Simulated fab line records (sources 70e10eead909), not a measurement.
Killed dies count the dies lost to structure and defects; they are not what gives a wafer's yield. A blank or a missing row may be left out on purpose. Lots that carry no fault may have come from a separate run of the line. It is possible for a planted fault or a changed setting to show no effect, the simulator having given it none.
fab line records ; flow nand-harc
record lots=7; wafers=18; last-day=32
route steps=1302 shown A_STAIRCASE@667 END@1302
lots that met no fault: taken from a fault-free run of the same line
start-h: start of the lot's first displayed wafer, in hours after the record's first day ; wait-h: hours since the lot's step before ; " same as the row above ; L1.1+2: a row that stands for several wafers ; - no value present, or no start provided ; * or withheld: withheld ; < > ~ a bound
route shown NAME@n: a module of which the file shows steps, and the number in the route of the first ; usual: mean/standard deviation of fault-free wafers ; same: alike in all rows ; chamber/n: place in a boat ; sites: the reading at each site ; _std_site: the standard deviation of these ; _edge_site: outer sites' mean less inner sites' ; radius-mm: how far each site lies from the wafer's centre ; mask NAME#n: copy n ; behind: the most recent tool/chamber to have shaped the wafer ; hold: why the lot was held/for how many hours/how that ended ; device: names the non-switching transistor (n, p or np) ; end of line: the tests these same wafers got at the end of their route ; step lacking rows: just its recipe ; killed: at the first sort, the dies lost to defects and structure; wafer yield is something else ; map: a wafer's dies, x killed, . not, _ none there
set.NAME: the setting the step ran with; set.NAME@STEP: the setting that earlier step ran with ; model.NAME: the simulator's own value behind a step, which no gauge read
lots at selected steps of the route; one table per step, one row per wafer
services: the hour from which a tool's chamber was out of use, counted from the record's first day as start-h (under 0 if before that day), plus the number of hours and why
## steps
# step NHARC_A_STAIRCASE_DESCUM_11
# recipe time-s=3; o2-flow-sccm=200; ar-flow-sccm=0; bias-power-w=0; chemistry=O2
# usual drypump-motor-current-A=5.7/0.42; oes-product-au=0.999/0.009; rf-vpp-V=57.8/0.97; showerhead-plenum-p-Torr=1.91/0.11; throttle-valve-pct=11.311/0.0092
# same bias-power-w=0
lot.wafer;tool;chamber;start-h;wait-h;drypump-motor-current-A;oes-product-au;rf-hours-counter-h;rf-vpp-V;showerhead-plenum-p-Torr;throttle-valve-pct
L315.2;rie-diel-04;2;367.31;-;5.4;0.991;0;57.8;1.80;11.326
L315.4;rie-diel-04;0;367.31;-;5.7;0.981;0;59.3;2.04;11.316
L315.6;rie-diel-04;2;367.31;-;5.4;0.986;-;57.4;1.80;11.307
L320.4;rie-diel-01;2;415.42;-;5.8;1.011;11;57.5;1.97;11.330
L320.3;rie-diel-01;1;415.42;-;5.8;0.984;12;57.3;1.83;11.312
L320.5;rie-diel-01;3;415.42;-;6.8;1.002;-;57.6;2.07;11.324
L327.3;rie-diel-01;1;497.79;-;5.9;0.996;39;57.0;1.83;11.316
L327.6;rie-diel-01;0;497.79;-;5.3;0.995;-;56.0;1.85;11.319
L329.4;rie-diel-01;2;505.53;-;5.8;1.002;37;58.5;1.96;11.315
L329.3;rie-diel-01;0;505.53;-;5.3;0.997;36;57.1;1.85;11.319
L331.2;rie-diel-01;3;526.07;-;6.8;0.997;41;58.8;2.06;11.304
L331.6;rie-diel-01;1;526.07;-;5.9;1.002;-;57.5;1.82;11.312
L335.3;rie-diel-09;1;562.89;-;5.9;0.998;21;57.0;1.98;11.304
L335.4;rie-diel-09;2;562.89;-;6.0;0.989;19;57.8;1.78;11.310
L335.6;rie-diel-09;2;562.89;-;6.0;0.994;-;56.5;1.78;11.310
L336.3;rie-diel-04;0;563.47;-;5.7;0.993;9;57.2;2.02;11.307
L336.4;rie-diel-04;1;563.47;-;5.0;1.005;8;60.1;2.07;11.309
L336.6;rie-diel-04;1;563.47;-;5.0;0.996;-;57.9;2.07;11.329
# step NHARC_A_STAIRCASE_TRIM_12
# recipe time-s=211.2; o2-flow-sccm=500; ar-flow-sccm=0; bias-w=0; chemistry=O2
# step NHARC_A_STAIRCASE_ETCH_13
# recipe target-depth-a=1000; time-s=40.5; ion-energy-ev=400; c4f8-flow-sccm=20; o2-flow-sccm=10; ar-flow-sccm=withheld; rf-w=600; bias-w=1000; chemistry=C4F8/O2
# step NHARC_A_STAIRCASE_TRIM_14
# recipe time-s=211.2; o2-flow-sccm=500; ar-flow-sccm=0; bias-w=0; chemistry=O2
# step NHARC_A_STAIRCASE_ETCH_15
# recipe target-depth-a=1000; time-s=40.5; ion-energy-ev=400; c4f8-flow-sccm=20; o2-flow-sccm=10; ar-flow-sccm=withheld; rf-w=600; bias-w=1000; chemistry=C4F8/O2
# step NHARC_A_STAIRCASE_TRIM_16
# recipe time-s=211.2; o2-flow-sccm=500; ar-flow-sccm=0; bias-w=0; chemistry=O2
# step NHARC_A_STAIRCASE_ETCH_17
# recipe target-depth-a=1000; time-s=40.5; ion-energy-ev=400; c4f8-flow-sccm=20; o2-flow-sccm=10; ar-flow-sccm=withheld; rf-w=600; bias-w=1000; chemistry=C4F8/O2
# step NHARC_A_STAIRCASE_TRIM_18
# recipe time-s=211.2; o2-flow-sccm=500; ar-flow-sccm=0; bias-w=0; chemistry=O2
# usual drypump-motor-current-A=5.7/0.46; oes-product-au=0.999/0.0079; rf-vpp-V=57.9/0.98; run-length-s=232.3/0.41; showerhead-plenum-p-Torr=3.52/0.19; throttle-valve-pct=17.036/0.009
lot.wafer;tool;chamber;start-h;wait-h;drypump-motor-current-A;oes-product-au;rf-hours-counter-h;rf-vpp-V;run-length-s;showerhead-plenum-p-Torr;throttle-valve-pct
L315.2;rie-diel-04;0;-;-;5.7;0.987;0;58.9;232.3;3.74;17.040
L315.4;rie-diel-04;1;-;-;5.0;1.000;1;58.2;232.3;3.30;17.053
L315.6;rie-diel-04;0;-;-;5.7;0.998;-;58.7;232.2;3.74;17.038
L320.4;rie-diel-01;3;-;-;6.9;0.989;9;58.3;232.4;3.80;17.056
L320.3;rie-diel-01;1;-;-;5.8;0.997;12;57.0;232.5;3.39;17.042
L320.5;rie-diel-01;2;-;-;5.9;1.000;-;59.0;232.6;3.62;17.033
L327.3;rie-diel-01;3;-;-;6.9;0.997;32;58.1;232.2;3.79;17.051
L327.6;rie-diel-01;0;-;-;5.4;0.992;-;57.2;232.1;3.41;17.034
L329.4;rie-diel-01;2;-;-;5.9;1.012;38;57.7;232.7;3.61;17.043
L329.3;rie-diel-01;0;-;-;5.4;0.998;37;58.7;231.8;3.41;17.029
L331.2;rie-diel-01;1;-;-;5.9;0.987;48;58.3;232.8;3.37;17.020
L331.6;rie-diel-01;1;-;-;5.8;0.985;-;57.2;232.6;3.37;17.034
L335.4;rie-diel-09;1;-;-;5.9;0.993;21;56.7;233.1;3.64;17.055
L335.3;rie-diel-09;0;-;-;5.8;0.998;18;58.1;231.9;3.80;17.048
L335.6;rie-diel-09;2;-;-;6.0;0.993;-;57.1;231.6;3.30;17.024
L336.3;rie-diel-04;1;-;-;5.0;1.018;9;60.1;232.3;3.80;17.040
L336.4;rie-diel-04;3;-;-;5.5;1.004;7;58.7;231.8;3.43;17.040
L336.6;rie-diel-04;0;-;-;5.7;1.000;-;58.9;232.3;3.71;17.036
# step NHARC_A_STAIRCASE_ETCH_19
# recipe target-depth-a=1000; time-s=40.5; ion-energy-ev=400; c4f8-flow-sccm=20; o2-flow-sccm=10; ar-flow-sccm=withheld; rf-w=600; bias-w=1000; chemistry=C4F8/O2
# step NHARC_A_STAIRCASE_TRIM_20
# recipe time-s=211.2; o2-flow-sccm=500; ar-flow-sccm=0; bias-w=0; chemistry=O2
# usual drypump-motor-current-A=5.8/0.45; oes-product-au=0.999/0.0078; rf-vpp-V=57.8/0.85; run-length-s=232.3/0.4; showerhead-plenum-p-Torr=3.54/0.2; throttle-valve-pct=17.038/0.0078
lot.wafer;tool;chamber;start-h;wait-h;drypump-motor-current-A;oes-product-au;rf-hours-counter-h;rf-vpp-V;run-length-s;showerhead-plenum-p-Torr;throttle-valve-pct
L315.2;rie-diel-09;1;368.46;0.1;5.9;1.003;14;57.9;232.8;3.67;17.028
L315.4;rie-diel-09;2;368.46;0.1;6.0;1.010;14;57.3;231.9;3.33;17.049
L315.6;rie-diel-09;0;368.46;0.1;5.8;1.006;-;57.1;232.2;3.28;17.053
L320.4;rie-diel-01;3;416.53;0.1;6.8;0.989;9;57.6;232.4;3.80;17.044
L320.3;rie-diel-01;1;416.53;0.1;5.8;0.999;13;58.5;232.3;3.39;17.023
L320.5;rie-diel-01;3;416.53;0.1;6.8;1.005;-;57.6;232.3;3.80;17.041
L327.3;rie-diel-01;0;498.88;0.1;5.4;1.001;35;57.3;232.2;3.41;17.047
L327.6;rie-diel-01;1;498.88;0.1;5.8;0.999;-;57.6;232.2;3.38;17.042
L329.4;rie-diel-01;0;506.77;0.1;5.4;0.995;37;58.6;231.8;3.41;17.033
L329.3;rie-diel-01;2;506.77;0.1;5.9;1.005;38;57.4;232.5;3.61;17.047
L331.2;rie-diel-01;2;527.36;0.1;5.9;1.014;46;57.7;232.5;3.60;17.040
L331.6;rie-diel-01;3;527.36;0.1;6.8;0.996;-;57.4;232.9;3.78;17.053
L335.4;rie-diel-09;3;564.02;0.1;5.6;0.997;16;58.5;232.0;3.77;17.046
L335.3;rie-diel-09;1;564.02;0.1;5.9;0.994;21;57.7;233.1;3.64;17.033
L335.6;rie-diel-09;2;564.02;0.1;6.0;0.992;-;57.8;231.5;3.30;17.035
L336.3;rie-diel-09;1;564.80;0.1;5.9;1.000;22;58.0;233.5;3.64;17.051
L336.4;rie-diel-09;3;564.80;0.1;5.6;1.006;17;58.2;232.1;3.77;17.026
L336.6;rie-diel-09;1;564.80;0.1;5.9;0.987;-;59.7;233.0;3.64;17.031
# step NHARC_A_STAIRCASE_ETCH_21
# recipe target-depth-a=1000; time-s=40.5; ion-energy-ev=400; c4f8-flow-sccm=20; o2-flow-sccm=10; ar-flow-sccm=withheld; rf-w=600; bias-w=1000; chemistry=C4F8/O2
# usual oes-product-au=0.949/0.016; rf-vpp-V=896/7.3
lot.wafer;tool;chamber;start-h;wait-h;oes-product-au;rf-hours-counter-h;rf-vpp-V
L315.4;rie-diel-09;2;-;-;0.979;14;891
L315.2;rie-diel-09;0;-;-;0.960;17;886
L315.6;rie-diel-09;3;-;-;0.965;-;906
L320.4;rie-diel-01;0;-;-;0.938;11;892
L320.3;rie-diel-01;1;-;-;0.936;13;890
L320.5;rie-diel-01;3;-;-;0.941;-;905
L327.3;rie-diel-01;3;-;-;0.923;32;906
L327.6;rie-diel-01;2;-;-;0.951;-;899
L329.3;rie-diel-01;1;-;-;0.935;41;890
L329.4;rie-diel-01;3;-;-;0.955;33;905
L331.2;rie-diel-01;0;-;-;0.941;44;891
L331.6;rie-diel-01;0;-;-;0.943;-;892
L335.4;rie-diel-09;3;-;-;0.949;17;904
L335.3;rie-diel-09;2;-;-;0.942;20;888
L335.6;rie-diel-09;0;-;-;0.947;-;905
L336.3;rie-diel-09;3;-;-;0.949;17;905
L336.4;rie-diel-09;2;-;-;0.955;20;888
L336.6;rie-diel-09;3;-;-;0.953;-;906
# step NHARC_A_STAIRCASE_TRIM_22
# recipe time-s=211.2; o2-flow-sccm=500; ar-flow-sccm=0; bias-w=0; chemistry=O2
# usual drypump-motor-current-A=5.8/0.45; oes-product-au=0.999/0.0074; rf-vpp-V=57.7/0.85; run-length-s=232.3/0.46; showerhead-plenum-p-Torr=3.55/0.19; throttle-valve-pct=17.037/0.0092
lot.wafer;tool;chamber;start-h;wait-h;drypump-motor-current-A;oes-product-au;rf-hours-counter-h;rf-vpp-V;run-length-s;showerhead-plenum-p-Torr;throttle-valve-pct
L315.2;rie-diel-09;3;368.72;-;5.6;0.999;16;56.9;232.0;3.80;17.031
L315.4;rie-diel-09;0;368.72;-;5.9;0.993;17;57.7;232.1;3.28;17.025
L315.6;rie-diel-09;1;368.72;-;5.9;1.000;-;56.6;232.8;3.67;17.041
L320.3;rie-diel-01;2;416.82;-;5.9;1.005;11;57.9;232.5;3.62;17.042
L320.4;rie-diel-01;0;416.82;-;5.4;0.995;11;58.0;231.8;3.43;17.037
L320.5;rie-diel-01;1;416.82;-;5.8;1.010;-;56.9;232.5;3.39;17.038
L327.3;rie-diel-01;2;499.17;-;5.9;0.999;37;57.2;232.7;3.61;17.036
L327.6;rie-diel-01;1;499.17;-;5.8;0.992;-;57.5;298.6;3.38;17.046
L329.4;rie-diel-01;0;507.15;-;5.4;0.994;37;57.6;298.2;3.41;17.014
L329.3;rie-diel-01;2;507.15;-;5.9;0.992;38;57.4;232.5;3.61;17.038
L331.2;rie-diel-01;1;527.61;-;5.9;0.996;48;57.5;232.3;3.37;17.018
L331.6;rie-diel-01;3;527.61;-;6.9;0.998;-;59.3;298.9;3.78;17.034
L335.3;rie-diel-09;2;564.29;-;6.0;1.000;20;57.0;231.8;3.30;17.026
L335.4;rie-diel-09;3;564.29;-;5.6;1.009;17;58.3;231.9;3.77;17.051
L335.6;rie-diel-09;1;564.29;-;5.9;0.986;-;57.5;232.9;3.64;17.034
L336.4;rie-diel-09;3;565.09;-;5.6;1.000;17;57.8;231.8;3.77;17.046
L336.3;rie-diel-09;2;565.09;-;6.0;0.999;20;56.9;232.1;3.30;17.042
L336.6;rie-diel-09;0;565.09;-;5.8;0.995;-;57.0;232.2;3.80;17.031
# step NHARC_A_STAIRCASE_ETCH_23
# recipe target-depth-a=1000; time-s=40.5; ion-energy-ev=400; c4f8-flow-sccm=20; o2-flow-sccm=10; ar-flow-sccm=withheld; rf-w=600; bias-w=1000; chemistry=C4F8/O2
# usual oes-product-au=0.944/0.012; rf-vpp-V=897/7
lot.wafer;tool;chamber;start-h;wait-h;oes-product-au;rf-hours-counter-h;rf-vpp-V
L315.4;rie-diel-09;2;-;-;0.955;15;888
L315.2;rie-diel-09;3;-;-;0.977;16;905
L315.6;rie-diel-09;1;-;-;0.965;-;902
L320.3;rie-diel-01;0;-;-;0.939;11;893
L320.4;rie-diel-01;3;-;-;0.948;10;905
L320.5;rie-diel-01;0;-;-;0.936;-;892
L327.3;rie-diel-01;1;-;-;0.929;40;891
L327.6;rie-diel-01;3;-;-;0.946;-;905
L329.3;rie-diel-01;2;-;-;0.955;38;899
L329.4;rie-diel-01;1;-;-;0.933;41;892
L331.2;rie-diel-01;2;-;-;0.942;46;898
L331.6;rie-diel-01;1;-;-;0.933;-;890
L335.3;rie-diel-09;0;-;-;0.940;18;906
L335.4;rie-diel-09;3;-;-;0.934;17;905
L335.6;rie-diel-09;1;-;-;0.927;-;899
L336.3;rie-diel-09;1;-;-;0.936;22;900
L336.4;rie-diel-09;2;-;-;0.948;20;888
L336.6;rie-diel-09;0;-;-;0.926;-;906
# step NHARC_END_SORT_01
# recipe temp-c=25
# usual killed-at-array=61/23; killed-at-other=1.3/1.4; killed-at-periphery=4.0/2.6; killed-dies=66/22; killed-open=3.4/1.8; killed-short=2.3/1.4
# same gross-dies=677
lot.wafer;tool;chamber;start-h;wait-h;killed-at-array;killed-at-other;killed-at-periphery;killed-dies;killed-open;killed-short
L327.6;prober-02;0;698.13;4.0;591;0;7;598;5;1
L329.4;prober-02;0;725.24;3.5;664;4;5;673;2;3
L331.6;prober-02;0;736.77;4.0;656;0;5;661;5;3
# killed by level:class
L327.6 A_STAIRCASE:area-trim=530 A_CHANNEL_HOLE_D1:chamber-film-flake=38 A_SLIT:chamber-film-flake=6 A_STAIRCASE:chamber-film-flake=5 P_ZERO_WELL:chamber-film-flake=3 A_CHANNEL_FILL_D2:geometric-particle:open=2 A_WL_FILL:geometric-particle:open=2 P_GATE:chamber-film-flake=2
L329.4 A_STAIRCASE:area-trim=609 A_SLIT:chamber-film-flake=31 A_CONTACT:chamber-film-flake=8 A_CHANNEL_HOLE_D1:chamber-film-flake=7 P_M0:chamber-film-flake=3 THIN_TSV:chamber-film-flake=3 A_CHANNEL_FILL_D2:geometric-particle:short=2 A_STAIRCASE:chamber-film-flake=2
L331.6 A_STAIRCASE:area-trim=607 A_CHANNEL_HOLE_D2:chamber-film-flake=27 A_CHANNEL_HOLE_D1:chamber-film-flake=7 A_STAIRCASE:chamber-film-flake=3 A_CONTACT:chamber-film-flake=3 A_SLIT:chamber-film-flake=2 P_GATE:geometric-particle:open=1 P_CONTACT:geometric-particle:open=1
# map L327.6 (x killed, . not)
____________x____________
_________xxxxxxx_________
_______xxxxxxxxxxx_______
______xxxxxxxxxxxxx______
_____xxxxxxxxxxxxxxx_____
____xxxxxxxxxxxxxxxxx____
____xxxxxxxxxxxxxxxxx____
___xxxxx.xxxxxx.xxxxxx___
___xxx.xxxxx..x.xxxxxx___
__xxxxxxxxxxxxxxx.xxxxx__
__xxxxxxxx.xx..xxxxxxxx__
_xxxxx.x..xx..xxx.xxxxxx_
_xxxxxxx.xx.xxxx.xxxxxxx_
_xxxxxxxxx.x..xx.xxxxxxx_
_xxxxxx.xxx..x.xxx.xxxxx_
_xxxxxxxx.x.xxx.x.xxxxxx_
xxxxxxxxxxx......xxxxxxxx
xxxxxx.x..x....x.xxxxxxxx
xxxxxxxx.....x.xxxxxxxxxx
xxxxxxx.....x..x.xxxxxxxx
xxxxxxx.xxx.xxxxxxxxxxxxx
_xxxxxxxxxxx..x.xxxxxxxx_
_xxxxxxxx...xxxxxxxxxxxx_
_xxxxxxxxxx....x.xxxxxxx_
_xxxxxxxxx.xx.x.xxxxxxxx_
_xxxxxxxxxx.x.xxxxxxxxxx_
__xxxxxxxxxx.xxxxxxxxxx__
__xxxxxxxxxxxxxxxxxxxxx__
___xxxxxxxxxxxxxxxxxxx___
___xxxxxxxxxxxxxxxxxxx___
____xxxxxxxxxxxxxxxxx____
____xxxxxxxxxxxxxxxxx____
_____xxxxxxxxxxxxxxx_____
______xxxxxxxxxxxxx______
_______xxxxxxxxxxx_______
_________xxxxxxx_________
____________x____________
# map L329.4 (x killed, . not)
____________x____________
_________xxxxxxx_________
_______xxxxxxxxxxx_______
______xxxxxxx.xxxxx______
_____xxxxxxxxxxxx.xx_____
____xxxxxxxxxxxxxxxxx____
____xxxxxxxxxxxxxxxxx____
___xxxxxxxxxxxxxxxxxxx___
___xxxxxxxxxxxxxxxxxxx___
__xxxxxxxxxxxxxxxxxxxxx__
__xxxxxxxxxxxxxxxxxxxxx__
_xxxxxxxxxxxxxxxxxxxxxxx_
_xxxxxxxxxxxxxxxxxxxxxxx_
_xxxxxxxxxxxxxxxxxxxxxxx_
_xxxxxxxxxxxxxxxxxxxxxxx_
_xxxxxxxxxxxxxxxxxxxxxxx_
xxxxxxxxxxxxxxxxxxxxxxxxx
xxxxxxxxxxxxxxxxxxxxxxxxx
xxxxxxxxxxxxxxxxxxxxxxxxx
xxxxxxxxxxxxxxxxxxxxxxxxx
xxxxxxxxxxxxxxxxxxxxxxxxx
_xxxxxxxxxxxxxxxxxxxxxxx_
_xxxxxxxxxxxxxxxxxxxxxxx_
_xxxxxxxxxxxxxxxxxxxxxxx_
_xxxxxxxxxxxxxxxxxxxx.xx_
_xxxxxxxxxxxxxxxxxxxxxx._
__xxxxxxxxxxxxxxxxxxxxx__
__xxxxxxxxxxxxxxxxxxxxx__
___xxxxxxxxxxxxxxxxxxx___
___xxxxxxxxxxxxxxxxxxx___
____xxxxxxxxxxxxxxxxx____
____xxxxxxxxxxxxxxxxx____
_____xxxxxxxxxxxxxxx_____
______xxxxxxxxxxxxx______
_______xxxxxxxxxxx_______
_________xxxxxxx_________
____________x____________
## services
tool;chamber;start-h;hours;kind
rie-diel-09;1;344.73;7.1;repair
rie-diel-04;-;356.00;9.0;pm
rie-diel-01;0;360.65;-;clean
rie-diel-01;1;360.65;-;clean
rie-diel-01;2;360.65;-;clean
rie-diel-01;3;360.65;-;clean
rie-diel-01;-;380.93;9.0;pm
rie-diel-01;0;380.93;9.0;vent-cycle
rie-diel-01;1;380.93;9.0;vent-cycle
rie-diel-01;2;380.93;9.0;vent-cycle
rie-diel-01;3;380.93;9.0;vent-cycle
rie-diel-01;0;389.93;-;clean
rie-diel-01;1;389.93;-;clean
rie-diel-09;1;404.93;4.2;repair
rie-diel-01;3;419.12;9.8;repair
rie-diel-04;0;422.55;17.5;repair
rie-diel-09;-;442.47;0.2;repair
rie-diel-01;0;458.27;3.5;repair
rie-diel-04;1;460.53;6.7;repair
rie-diel-09;0;490.75;6.1;repair
rie-diel-09;-;497.12;9.0;pm
rie-diel-04;0;508.72;4.9;repair
rie-diel-04;-;533.00;9.0;pm
rie-diel-01;-;557.93;9.0;pm
## key
first-sign step=NHARC_A_STAIRCASE_TRIM_22; reading=run-length-s; direction=up; sigmas=99+; usual=*; struck=*
effect step=NHARC_END_SORT_01; reading=killed-dies; direction=up; sigmas=26; usual=66; struck=644
more-kills-born-at NHARC_A_STAIRCASE_TRIM_22@rie-diel-01=1746
met-at NHARC_A_STAIRCASE_TRIM_22
struck-wafers L327.6,L329.4,L331.6
later-rows-left-out L327.6,L329.4,L331.6
tester-left-out L327,L329,L331
onset-between 416.82 499.17
fault kind=process-parameter-drift; tool=rie-diel-01; chamber=-; onset-h=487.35; steps=NHARC_A_STAIRCASE_TRIM_22; channel=time-s; offset=*; shape=step; end-h=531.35; scope=struck-wafers-only; acts-in=*; stated=*
# tester-left-out: of these lots the tester's yield and bins aren't shown, on N5 and GAA mostly nor the transistor test; their killed dies are dies lost to structure and defects alone, not to doping, threshold or leakage, so they don't give the yield
# later-rows-left-out: the simulator's readings of these wafers behind a module that went badly wrong aren't trusted and aren't shown, but for the sort
